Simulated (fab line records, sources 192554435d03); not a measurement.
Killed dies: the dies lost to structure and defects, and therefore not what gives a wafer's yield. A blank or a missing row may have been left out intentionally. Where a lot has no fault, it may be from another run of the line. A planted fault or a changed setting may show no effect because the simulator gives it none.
Matching of chambers	flow n5_finfet	N5_FIN_CUT_ETCH_30 on rie_diel-02 has 4 sister chambers
The step etches underlayer in N2/H2, target depth 13 nm, time 10.4 s. 8 wafers are shown with their chamber, then 7 later ones without.

## WAFERS, EACH WITH ITS CHAMBER
wafer	chamber	drypump_motor_current_A (A)	throttle_valve_pct (%)
L075.2	1	5.1	18.25
L075.6	3	5.7	18.41
L078.3	2	5.8	17.79
L078.4	3	5.7	18.42
L083.5	0	5.8	18.05
L083.6	2	5.9	17.82
L084.2	1	5.1	18.29
L084.3	0	5.7	18.07

## WAFERS WITH NO CHAMBER GIVEN
wafer	drypump_motor_current_A (A)	throttle_valve_pct (%)
L084.5	5.8	18.07
L092.1	5.9	17.82
L092.4	5.8	18.07
L092.6	5.7	17.99
L093.1	5.7	18.08
L093.2	5.9	17.82
L093.4	5.8	17.84

## WHICH CHAMBER EACH WENT THROUGH
wafer	from the rows above	in truth
L084.5	0	0
L092.1	2	2
L092.4	0	0
L092.6	0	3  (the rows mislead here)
L093.1	0	0
L093.2	2	2
L093.4	2	2
Correctly placed: 6 of 7. Left unplaced by these rows: 0. Wrongly placed: 1.
How it was worked out, from the rows above alone: a wafer's distance from a chamber is the root of the sum, over the readings, of the square of ((its reading less the chamber's mean) divided by the reading's scatter). If the next closest chamber is less than 2 further off than the closest, the wafer can't be placed; otherwise it belongs to the closest. For every chamber, the mean is computed from those of its wafers that are shown. The scatter: the root of (the sum of the squares of (reading less its chamber's mean) over the shown wafers, divided by (wafers less chambers)).
